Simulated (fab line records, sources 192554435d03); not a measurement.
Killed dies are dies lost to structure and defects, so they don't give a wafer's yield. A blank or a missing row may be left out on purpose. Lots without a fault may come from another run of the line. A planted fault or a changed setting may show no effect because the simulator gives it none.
Which tool did it? | flow n5_finfet | 24 lots, 72 wafers sampled, at 6 steps of a route of 1938

WHAT THE GAUGES READ, wafer by wafer
N5_BEOL_M5_INSPECT_58: inspects for defects (darkfield). Usual: raw_defect_count 72, standard deviation 23.
lot  | measured     | on                | raw_defect_count | flag
L074 | day 8 12:33  | defect_inspect-01 | 85 52 65         |
L075 | day 8 17:29  | defect_inspect-02 | 19 38 36         |
L077 | day 8 17:56  | defect_inspect-02 | 34 92 55         |
L076 | day 8 22:52  | defect_inspect-01 | 93 49 71         |
L079 | day 9 19:10  | defect_inspect-02 | 84 107 83        |
L080 | day 9 20:25  | defect_inspect-02 | 95 58 90         |
L078 | day 10 01:32 | defect_inspect-02 | 53 68 49         |
L081 | day 10 03:55 | defect_inspect-01 | 81 50 72         |
L082 | day 10 05:06 | defect_inspect-02 | 87 94 45         |
L083 | day 10 08:47 | defect_inspect-02 | 103 55 102       |
L084 | day 10 15:00 | defect_inspect-01 | 56 65 67         |
L085 | day 11 05:23 | defect_inspect-02 | 85 79 88         |
L086 | day 11 09:02 | defect_inspect-02 | 109 96 97        |
L087 | day 11 19:56 | defect_inspect-01 | 69 68 57         |
L088 | day 12 03:04 | defect_inspect-01 | 46 72 81         |
L090 | day 12 05:56 | defect_inspect-02 | 80 36 53         |
L089 | day 12 12:07 | defect_inspect-01 | 59 87 66         |
L091 | day 12 16:42 | defect_inspect-02 | 117 92 119       |
L092 | day 12 21:29 | defect_inspect-01 | 63 53 64         |
L093 | day 13 05:22 | defect_inspect-02 | 69 38 42         |
L094 | day 13 11:13 | defect_inspect-02 | 61 57 82         |
L095 | day 13 15:53 | defect_inspect-02 | 98 87 117        |
L096 | day 14 01:49 | defect_inspect-02 | 52 86 61         |
L097 | day 14 06:44 | defect_inspect-02 | 40 66 57         |

N5_BEOL_M6_THK_MEAS_53: measures by xrf. Usual: M6_THK 78.7 nm, standard deviation 1.9.
lot  | measured     | on            | M6_THK (nm)    | flag
L074 | day 8 22:10  | film_metro-02 | 80.2 77.8 79.6 |
L075 | day 9 00:55  | film_metro-02 | 76.4 78.2 77.5 |
L077 | day 9 01:39  | film_metro-02 | 75.9 79.2 79.3 |
L076 | day 9 07:33  | film_metro-01 | 78.8 76.1 76.2 |
L079 | day 10 03:14 | film_metro-01 | 79.7 79.3 76.5 |
L080 | day 10 03:37 | film_metro-01 | 79.5 80.9 79.7 |
L078 | day 10 07:26 | film_metro-02 | 81.8 76.4 76.1 |
L081 | day 10 11:15 | film_metro-01 | 78.2 78.9 75.8 |
L082 | day 10 14:51 | film_metro-01 | 76.7 76.5 77.6 |
L083 | day 10 17:40 | film_metro-01 | 80.3 79.6 81.3 |
L084 | day 10 23:15 | film_metro-02 | 75.6 78.6 77.3 |
L085 | day 11 13:04 | film_metro-01 | 78.7 80.4 80.1 |
L086 | day 11 16:35 | film_metro-01 | 81.4 80.9 83.8 |
L087 | day 12 03:14 | film_metro-01 | 82.8 81.5 81.6 |
L088 | day 12 11:04 | film_metro-02 | 76.8 77.2 75.8 |
L090 | day 12 12:38 | film_metro-02 | 74.1 75.7 74.7 |
L089 | day 12 20:40 | film_metro-02 | 78.8 79.6 80.2 |
L091 | day 12 22:49 | film_metro-01 | 78.5 80.3 78.5 |
L092 | day 13 04:44 | film_metro-02 | 79.9 79.7 81.1 |
L093 | day 13 14:50 | film_metro-01 | 78.9 78.8 80.4 |
L094 | day 13 21:31 | film_metro-02 | 76.9 79.2 78.5 |
L095 | day 13 22:43 | film_metro-01 | 78.7 78.0 79.4 |
L096 | day 14 08:59 | film_metro-02 | 78.0 80.4 78.7 |
L097 | day 14 14:22 | film_metro-02 | 80.4 76.3 76.2 |

WHICH TOOL RAN EACH LOT (tool, then ch and the chambers of the sampled wafers, then the start)
lot  | N5_BEOL_M5_DEP_56               | N5_BEOL_M6_HM_OPEN_17             | N5_BEOL_M6_ETCH_65                 | N5_BEOL_M6_ANNEAL_51
L074 | pecvd-02 ch 0,1, day 8 12:28    | rie_metal-03 ch 0,1, day 8 17:26  | rie_diel-02 ch 1,2, day 8 19:05    | rtp_anneal-02 ch 0, day 8 21:37
L075 | pecvd-01 ch 0,1,2, day 8 17:23  | rie_metal-02 ch 0,1, day 8 21:22  | rie_diel-06 ch 0,3, day 8 22:14    | rtp_anneal-01 ch 0, day 9 00:25
L077 | pecvd-02 ch 0,1, day 8 17:50    | rie_metal-03 ch 0,1, day 8 21:23  | rie_diel-06 ch 0,3, day 8 22:38    | rtp_anneal-01 ch 0, day 9 01:02
L076 | pecvd-04 ch 0,1,2, day 8 22:46  | rie_metal-02 ch 0,1, day 9 02:23  | rie_diel-06 ch 2,3, day 9 04:54    | rtp_anneal-01 ch 0, day 9 07:00
L079 | pecvd-02 ch 0,1, day 9 19:04    | rie_metal-03 ch 0,1, day 9 20:46  | rie_diel-04 ch 1,2,3, day 9 23:57  | rtp_anneal-02 ch 0, day 10 02:38
L080 | pecvd-02 ch 0, day 9 20:19      | rie_metal-03 ch 0,1, day 9 23:13  | rie_diel-04 ch 0,1, day 10 00:35   | rtp_anneal-02 ch 0, day 10 03:01
L078 | pecvd-04 ch 0,1, day 10 01:26   | rie_metal-02 ch 0,1, day 10 03:29 | rie_diel-02 ch 0,3, day 10 04:17   | rtp_anneal-01 ch 0, day 10 06:50
L081 | pecvd-04 ch 0,1, day 10 03:50   | rie_metal-02 ch 0,1, day 10 06:13 | rie_diel-06 ch 0,1,2, day 10 08:15 | rtp_anneal-02 ch 0, day 10 10:31
L082 | pecvd-02 ch 0,1, day 10 04:59   | rie_metal-01 ch 0, day 10 08:59   | rie_diel-06 ch 1,2,3, day 10 09:50 | rtp_anneal-02 ch 0, day 10 14:15
L083 | pecvd-02 ch 0,1, day 10 08:40   | rie_metal-02 ch 0,1, day 10 10:53 | rie_diel-02 ch 0,1,2, day 10 13:41 | rtp_anneal-02 ch 0, day 10 17:05
L084 | pecvd-04 ch 0,2, day 10 14:55   | rie_metal-02 ch 0,1, day 10 18:14 | rie_diel-04 ch 2,3, day 10 19:59   | rtp_anneal-02 ch 0, day 10 22:45
L085 | pecvd-01 ch 0,2, day 11 05:18   | rie_metal-03 ch 0,1, day 11 08:01 | rie_diel-04 ch 1,2, day 11 10:43   | rtp_anneal-01 ch 0, day 11 12:31
L086 | pecvd-02 ch 0,2, day 11 08:57   | rie_metal-03 ch 0,1, day 11 12:28 | rie_diel-04 ch 0,2,3, day 11 13:58 | rtp_anneal-02 ch 0, day 11 16:00
L087 | pecvd-02 ch 0,1,2, day 11 19:50 | rie_metal-03 ch 0,1, day 11 23:23 | rie_diel-04 ch 0,1, day 12 00:22   | rtp_anneal-02 ch 0, day 12 02:41
L088 | pecvd-04 ch 0,1, day 12 02:58   | rie_metal-03 ch 0,1, day 12 05:47 | rie_diel-06 ch 0,1,2, day 12 07:59 | rtp_anneal-01 ch 0, day 12 10:31
L090 | pecvd-02 ch 0,1, day 12 05:50   | rie_metal-02 ch 0,1, day 12 09:05 | rie_diel-06 ch 0,2,3, day 12 09:53 | rtp_anneal-02 ch 0, day 12 12:01
L089 | pecvd-01 ch 0,2, day 12 12:01   | rie_metal-01 ch 0,1, day 12 14:56 | rie_diel-02 ch 0,1,3, day 12 16:51 | rtp_anneal-02 ch 0, day 12 20:07
L091 | pecvd-02 ch 0,1,2, day 12 16:37 | rie_metal-01 ch 0,1, day 12 19:18 | rie_diel-06 ch 0,1,2, day 12 19:56 | rtp_anneal-01 ch 0, day 12 22:21
L092 | pecvd-01 ch 0,1, day 12 21:23   | rie_metal-01 ch 0,1, day 13 00:35 | rie_diel-02 ch 0,2, day 13 01:43   | rtp_anneal-02 ch 0, day 13 04:08
L093 | pecvd-04 ch 0,1,2, day 13 05:16 | rie_metal-02 ch 0,1, day 13 09:10 | rie_diel-04 ch 0,1,3, day 13 09:49 | rtp_anneal-02 ch 0, day 13 14:14
L094 | pecvd-01 ch 0,2, day 13 11:07   | rie_metal-02 ch 0,1, day 13 14:56 | rie_diel-04 ch 0,1,3, day 13 17:25 | rtp_anneal-01 ch 0, day 13 20:56
L095 | pecvd-02 ch 1,2, day 13 15:47   | rie_metal-02 ch 0,1, day 13 18:21 | rie_diel-04 ch 1,2,3, day 13 19:31 | rtp_anneal-02 ch 0, day 13 22:07
L096 | pecvd-02 ch 0,2, day 14 01:43   | rie_metal-03 ch 0, day 14 04:59   | rie_diel-04 ch 1,2,3, day 14 06:03 | rtp_anneal-02 ch 0, day 14 08:27
L097 | pecvd-02 ch 0,1, day 14 06:38   | rie_metal-03 ch 0,1, day 14 09:03 | rie_diel-06 ch 2,3, day 14 11:11   | rtp_anneal-01 ch 0, day 14 13:47
- N5_BEOL_M5_DEP_56: deposits SiCN from 3MS/NH3, target thk 8 nm, time 14 s.
- N5_BEOL_M6_HM_OPEN_17: chemistry Cl2/BCl3, target TiN, target depth 20 nm, overetch 6 nm.
- N5_BEOL_M6_ETCH_65: etches SiARC in CF4, target depth 15.6 nm, time 26 s.
- N5_BEOL_M6_ANNEAL_51: time 90 s.

WHAT THE TOOLS THEMSELVES READ (means of the sampled wafers that have a number; where no wafer has one, the mark that the record gives instead)
N5_BEOL_M5_DEP_56. Usual: rf_fwd_power_W 199.8 W, standard deviation 0.7; showerhead_plenum_p_Torr 3.655 Torr, standard deviation 0.011; throttle_valve_pct 9.2 %, standard deviation 0.54.
lot  | tool     | rf_fwd_power_W (W) | showerhead_plenum_p_Torr (Torr) | throttle_valve_pct (%) | flag
L074 | pecvd-02 | 200.1              | 3.650                           | 9.5                    |
L075 | pecvd-01 | 199.6              | 3.659                           | 9.2                    |
L077 | pecvd-02 | 199.8              | 3.650                           | 9.6                    |
L076 | pecvd-04 | 199.4              | 3.669                           | 8.8                    |
L079 | pecvd-02 | 199.9              | 3.646                           | 9.8                    |
L080 | pecvd-02 | 201.0              | 3.657                           | 9.5                    |
L078 | pecvd-04 | 199.4              | 3.665                           | 9.1                    |
L081 | pecvd-04 | 199.2              | 3.669                           | 9.0                    |
L082 | pecvd-02 | 199.7              | 3.653                           | 9.7                    |
L083 | pecvd-02 | 199.4              | 3.645                           | 9.7                    |
L084 | pecvd-04 | 200.2              | 3.670                           | 9.1                    |
L085 | pecvd-01 | 200.1              | 3.652                           | 9.1                    |
L086 | pecvd-02 | 199.5              | 3.648                           | 9.1                    |
L087 | pecvd-02 | 200.2              | 3.645                           | 9.0                    |
L088 | pecvd-04 | 199.9              | 3.672                           | 9.0                    |
L090 | pecvd-02 | 199.7              | 3.647                           | 9.5                    |
L089 | pecvd-01 | 199.4              | 3.653                           | 9.2                    |
L091 | pecvd-02 | 200.2              | 3.645                           | 9.2                    |
L092 | pecvd-01 | 199.7              | 3.668                           | 9.6                    |
L093 | pecvd-04 | 200.0              | 3.668                           | 8.8                    |
L094 | pecvd-01 | 199.2              | 3.655                           | 9.3                    |
L095 | pecvd-02 | 199.8              | 3.648                           | 9.4                    |
L096 | pecvd-02 | 200.4              | 3.645                           | 8.8                    |
L097 | pecvd-02 | 199.6              | 3.649                           | 9.8                    |

N5_BEOL_M6_HM_OPEN_17. Usual: drypump_motor_current_A 5.8 A, standard deviation 0.42; oes_product_au 0.68 a.u., standard deviation 0.062; rf_fwd_power_W 994 W, standard deviation 3.7; throttle_valve_pct 22.16 %, standard deviation 0.11.
lot  | tool         | drypump_motor_current_A (A) | oes_product_au (a.u.) | rf_fwd_power_W (W) | throttle_valve_pct (%) | flag
L074 | rie_metal-03 | 5.7                         | 0.67                  | 992                | 22.14                  |
L075 | rie_metal-02 | 6.2                         | 0.69                  | 995                | 22.22                  |
L077 | rie_metal-03 | 5.4                         | 0.72                  | 992                | 22.19                  |
L076 | rie_metal-02 | 6.1                         | 0.70                  | 995                | 22.20                  |
L079 | rie_metal-03 | 5.4                         | 0.72                  | 990                | 22.18                  |
L080 | rie_metal-03 | 5.4                         | 0.71                  | 992                | 22.17                  |
L078 | rie_metal-02 | 6.1                         | 0.69                  | 997                | 22.24                  |
L081 | rie_metal-02 | 6.1                         | 0.68                  | 995                | 22.15                  |
L082 | rie_metal-01 | 6.3                         | 0.62                  | 992                | 21.99                  |
L083 | rie_metal-02 | 6.1                         | 0.68                  | 995                | 22.14                  |
L084 | rie_metal-02 | 6.1                         | 0.68                  | 996                | 22.14                  |
L085 | rie_metal-03 | 5.4                         | 0.70                  | 991                | 22.20                  |
L086 | rie_metal-03 | 5.7                         | 0.66                  | 995                | 22.15                  |
L087 | rie_metal-03 | 5.4                         | 0.70                  | 991                | 22.19                  |
L088 | rie_metal-03 | 5.4                         | 0.70                  | 989                | 22.20                  |
L090 | rie_metal-02 | 6.1                         | 0.67                  | 997                | 22.15                  |
L089 | rie_metal-01 | 5.9                         | 0.66                  | 994                | 22.02                  |
L091 | rie_metal-01 | 5.6                         | 0.73                  | 995                | 22.04                  |
L092 | rie_metal-01 | 5.9                         | 0.67                  | 991                | 22.02                  |
L093 | rie_metal-02 | 6.1                         | 0.66                  | 996                | 22.25                  |
L094 | rie_metal-02 | 6.1                         | 0.66                  | 1000               | 22.16                  |
L095 | rie_metal-02 | 6.1                         | 0.66                  | 994                | 22.17                  |
L096 | rie_metal-03 | 5.1                         | 0.72                  | 993                | 22.26                  |
L097 | rie_metal-03 | 5.4                         | 0.68                  | 992                | 22.21                  |

N5_BEOL_M6_ETCH_65. Usual: drypump_motor_current_A 5.9 A, standard deviation 0.56; etch_rf_on_time_s 25.9 s, standard deviation 0.43; oes_product_au 0.68 a.u., standard deviation 0.068; rf_fwd_power_W 532.1 W, standard deviation 2.3; rf_vpp_V 183.9 V, standard deviation 1.1; showerhead_plenum_p_Torr 2.12 Torr, standard deviation 0.062; throttle_valve_pct 15.59 %, standard deviation 0.22.
lot  | tool        | drypump_motor_current_A (A) | etch_rf_on_time_s (s) | oes_product_au (a.u.) | rf_fwd_power_W (W) | rf_vpp_V (V) | showerhead_plenum_p_Torr (Torr) | throttle_valve_pct (%) | flag
L074 | rie_diel-02 | 6.1                         | 25.7                  | 0.67                  | 530.9              | 184.5        | 2.17                            | 15.76                  |
L075 | rie_diel-06 | 6.2                         | 26.0                  | 0.68                  | 533.0              | 184.1        | 2.10                            | 15.45                  |
L077 | rie_diel-06 | 5.5                         | 25.7                  | 0.67                  | 531.0              | 184.4        | 2.13                            | 15.55                  |
L076 | rie_diel-06 | 5.6                         | 26.3                  | 0.63                  | 531.9              | 183.5        | 2.09                            | 15.56                  |
L079 | rie_diel-04 | 5.9                         | 26.1                  | 0.72                  | 533.2              | 184.2        | 2.14                            | 15.52                  |
L080 | rie_diel-04 | 6.3                         | 25.3                  | 0.82                  | 533.3              | 183.1        | 2.11                            | 15.40                  |
L078 | rie_diel-02 | 5.2                         | 26.4                  | 0.62                  | 531.9              | 183.7        | 2.10                            | 15.77                  |
L081 | rie_diel-06 | 6.1                         | 26.3                  | 0.63                  | 530.8              | 183.9        | 2.11                            | 15.62                  |
L082 | rie_diel-06 | 5.5                         | 25.9                  | 0.64                  | 530.0              | 184.0        | 2.14                            | 15.71                  |
L083 | rie_diel-02 | 5.7                         | 25.6                  | 0.68                  | 532.9              | 184.1        | 2.15                            | 15.58                  |
L084 | rie_diel-04 | 6.0                         | 25.9                  | 0.69                  | 533.3              | 183.9        | 2.13                            | 15.59                  |
L085 | rie_diel-04 | 5.9                         | 26.0                  | 0.75                  | 534.8              | 182.5        | 2.08                            | 15.53                  |
L086 | rie_diel-04 | 6.1                         | 26.1                  | 0.72                  | 532.9              | 183.7        | 2.14                            | 15.52                  |
L087 | rie_diel-04 | 6.3                         | 25.3                  | 0.78                  | 531.0              | 183.8        | 2.10                            | 15.44                  |
L088 | rie_diel-06 | 6.1                         | 26.2                  | 0.62                  | 533.8              | 183.8        | 2.11                            | 15.65                  |
L090 | rie_diel-06 | 5.9                         | 26.2                  | 0.63                  | 530.5              | 183.6        | 2.09                            | 15.57                  |
L089 | rie_diel-02 | 5.3                         | 25.8                  | 0.70                  | 532.2              | 184.5        | 2.12                            | 15.58                  |
L091 | rie_diel-06 | 6.2                         | 26.3                  | 0.61                  | 529.1              | 183.9        | 2.10                            | 15.66                  |
L092 | rie_diel-02 | 5.7                         | 25.6                  | 0.70                  | 532.7              | 183.1        | 2.10                            | 15.36                  |
L093 | rie_diel-04 | 6.1                         | 25.9                  | 0.72                  | 530.9              | 183.6        | 2.15                            | 15.51                  |
L094 | rie_diel-04 | 6.1                         | 25.9                  | 0.72                  | 532.0              | 184.2        | 2.15                            | 15.51                  |
L095 | rie_diel-04 | 5.9                         | 25.8                  | 0.69                  | 532.1              | 184.1        | 2.13                            | 15.59                  |
L096 | rie_diel-04 | 5.9                         | 26.0                  | 0.69                  | 532.6              | 183.6        | 2.13                            | 15.60                  |
L097 | rie_diel-06 | 5.6                         | 26.5                  | 0.60                  | 532.9              | 182.0        | 2.07                            | 15.64                  |

N5_BEOL_M6_ANNEAL_51. Usual: wafer_temp_C_max 225.90, standard deviation 0.25.
lot  | tool          | wafer_temp_C_max | flag
L074 | rtp_anneal-02 | 225.82           |
L075 | rtp_anneal-01 | 225.88           |
L077 | rtp_anneal-01 | 225.83           |
L076 | rtp_anneal-01 | 225.78           |
L079 | rtp_anneal-02 | 225.94           |
L080 | rtp_anneal-02 | 225.79           |
L078 | rtp_anneal-01 | 225.56           |
L081 | rtp_anneal-02 | 225.95           |
L082 | rtp_anneal-02 | 225.90           |
L083 | rtp_anneal-02 | 225.92           |
L084 | rtp_anneal-02 | 225.82           |
L085 | rtp_anneal-01 | 225.68           |
L086 | rtp_anneal-02 | 225.79           |
L087 | rtp_anneal-02 | 225.88           |
L088 | rtp_anneal-01 | 225.76           |
L090 | rtp_anneal-02 | 226.13           |
L089 | rtp_anneal-02 | 226.16           |
L091 | rtp_anneal-01 | 226.05           |
L092 | rtp_anneal-02 | 226.04           |
L093 | rtp_anneal-02 | 226.21           |
L094 | rtp_anneal-01 | 225.75           |
L095 | rtp_anneal-02 | 225.87           |
L096 | rtp_anneal-02 | 225.85           |
L097 | rtp_anneal-01 | 225.86           |

THE ANSWER, worked out from the rows above alone
Rule: a lot is off if the mean of its wafers that have a number lies more than 3 standard deviations from the usual mean. A lot without any number at a reading at which 4 lots or more have one is off too. The other lots that the step has rows for count as sound. The gauges are gone through in route order, then the tools' own readings, and for those a lot's mean is taken as printed above. The first step at which some lot is off is used, and at that step the reading that is off furthest; a lot without a number counts as furthest.
No lot is off at any reading shown: from this, nothing can be told.

WHAT THE SIMULATOR HAD PUT IN
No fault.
